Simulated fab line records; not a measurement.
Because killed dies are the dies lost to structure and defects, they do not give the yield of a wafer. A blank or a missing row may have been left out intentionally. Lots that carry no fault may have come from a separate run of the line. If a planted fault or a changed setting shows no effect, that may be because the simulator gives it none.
Matching of chambers ; flow n5Finfet ; N5_HKMG_FIN_STRIP_92 on rieDiel-05 has 4 sister chambers
The step strips SOC in N2/H2, time 20 s. 4 wafers are shown with their chamber, then 9 later ones without.

WAFERS WITH THEIR CHAMBER
wafer;chamber;showerheadPlenumPTorr (Torr)
L085.5;0;3.51
L087.4;3;3.17
L089.2;1;3.28
L089.6;2;3.57

WAFERS WHOSE CHAMBER IS MISSING
wafer;showerheadPlenumPTorr (Torr)
L094.1;3.57
L094.4;3.49
L094.5;3.49
L095.1;3.57
L095.4;3.27
L095.6;3.57
L096.3;3.27
L096.5;3.16
L096.6;3.49

EACH ONE'S CHAMBER
wafer;from the rows above;in truth
L094.1;2;2
L094.4;0;0
L094.5;0;0
L095.1;2;2
L095.4;1;1
L095.6;2;2
L096.3;1;1
L096.5;3;3
L096.6;0;0
Correctly placed: 9 of 9. Can't be placed from these rows: 0. Number placed wrongly: 0.
How it was worked out, from the rows above alone: a wafer's distance from a chamber is the root of the sum, over the readings, of the square of ((its reading less the chamber's mean) divided by the reading's scatter). The wafer belongs to the nearest chamber; if the next one is less than 2 further off, it can't be placed. A chamber's mean is the mean of its shown wafers. The scatter (one wafer shown for each chamber): square how far every hidden wafer sits from the nearest shown wafer, average those squares and take the square root.
